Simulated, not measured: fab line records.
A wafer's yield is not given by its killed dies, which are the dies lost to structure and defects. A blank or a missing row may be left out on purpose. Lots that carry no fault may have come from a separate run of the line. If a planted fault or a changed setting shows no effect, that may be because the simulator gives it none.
Chamber matching || flow n5-finfet || 4 sister chambers for N5_BEOL_M12_DESCUM_33 on rie-diel-04
The step chemistry O2, time 7.9 s. 8 wafers are shown with their chamber, then 12 later ones without.

## WAFERS PAIRED WITH THEIR CHAMBERS
{"wafer": "L080.5", "chamber": 2, "drypump-motor-current-A (A)": 5.9, "showerhead-plenum-p-Torr (Torr)": 2.08}
{"wafer": "L088.2", "chamber": 0, "drypump-motor-current-A (A)": 5.3, "showerhead-plenum-p-Torr (Torr)": 2.05}
{"wafer": "L088.5", "chamber": 3, "drypump-motor-current-A (A)": 5.6, "showerhead-plenum-p-Torr (Torr)": 2.14}
{"wafer": "L087.5", "chamber": 0, "drypump-motor-current-A (A)": 5.3, "showerhead-plenum-p-Torr (Torr)": 2.05}
{"wafer": "L087.6", "chamber": 1, "drypump-motor-current-A (A)": 5.5, "showerhead-plenum-p-Torr (Torr)": 2.08}
{"wafer": "L093.3", "chamber": 1, "drypump-motor-current-A (A)": 5.6, "showerhead-plenum-p-Torr (Torr)": 2.08}
{"wafer": "L093.5", "chamber": 2, "drypump-motor-current-A (A)": 6.0, "showerhead-plenum-p-Torr (Torr)": 2.07}
{"wafer": "L093.6", "chamber": 3, "drypump-motor-current-A (A)": 5.6, "showerhead-plenum-p-Torr (Torr)": 2.14}

## WAFERS WITH NO CHAMBER GIVEN
{"wafer": "L094.2", "drypump-motor-current-A (A)": 6.0, "showerhead-plenum-p-Torr (Torr)": 2.07}
{"wafer": "L094.3", "drypump-motor-current-A (A)": 5.6, "showerhead-plenum-p-Torr (Torr)": 2.14}
{"wafer": "L094.5", "drypump-motor-current-A (A)": 6.0, "showerhead-plenum-p-Torr (Torr)": 2.07}
{"wafer": "L097.3", "drypump-motor-current-A (A)": 5.6, "showerhead-plenum-p-Torr (Torr)": 2.13}
{"wafer": "L097.5", "drypump-motor-current-A (A)": 5.9, "showerhead-plenum-p-Torr (Torr)": 2.07}
{"wafer": "L097.6", "drypump-motor-current-A (A)": 5.6, "showerhead-plenum-p-Torr (Torr)": 2.08}
{"wafer": "L096.2", "drypump-motor-current-A (A)": 5.3, "showerhead-plenum-p-Torr (Torr)": 2.04}
{"wafer": "L096.4", "drypump-motor-current-A (A)": 5.6, "showerhead-plenum-p-Torr (Torr)": 2.13}
{"wafer": "L096.5", "drypump-motor-current-A (A)": 5.3, "showerhead-plenum-p-Torr (Torr)": 2.04}
{"wafer": "L091.3", "drypump-motor-current-A (A)": 6.0, "showerhead-plenum-p-Torr (Torr)": 2.07}
{"wafer": "L091.4", "drypump-motor-current-A (A)": 5.3, "showerhead-plenum-p-Torr (Torr)": 2.04}
{"wafer": "L091.5", "drypump-motor-current-A (A)": 5.9, "showerhead-plenum-p-Torr (Torr)": 2.07}

## WHICH CHAMBER EACH ONE RAN IN
{"wafer": "L094.2", "from the rows above": 2, "in truth": 2}
{"wafer": "L094.3", "from the rows above": 3, "in truth": 3}
{"wafer": "L094.5", "from the rows above": 2, "in truth": 2}
{"wafer": "L097.3", "from the rows above": 3, "in truth": 3}
{"wafer": "L097.5", "from the rows above": 2, "in truth": 2}
{"wafer": "L097.6", "from the rows above": 1, "in truth": 1}
{"wafer": "L096.2", "from the rows above": 0, "in truth": 0}
{"wafer": "L096.4", "from the rows above": 3, "in truth": 3}
{"wafer": "L096.5", "from the rows above": 0, "in truth": 0}
{"wafer": "L091.3", "from the rows above": 2, "in truth": 2}
{"wafer": "L091.4", "from the rows above": 0, "in truth": 0}
{"wafer": "L091.5", "from the rows above": 2, "in truth": 2}
12 of 12 placed correctly. Left unplaced by these rows: 0. 0 placed wrongly.
How it was worked out, from the rows above alone: a wafer's distance from a chamber is the root of the sum, over the readings, of the square of ((its reading less the chamber's mean) divided by the reading's scatter). The wafer belongs to the nearest chamber; if the next one is less than 2 further off, it can't be placed. For every chamber, the mean is computed from those of its wafers that are shown. The scatter: take each reading less its chamber's mean, square it, sum over the shown wafers, divide by the number of wafers less the number of chambers, and take the root.
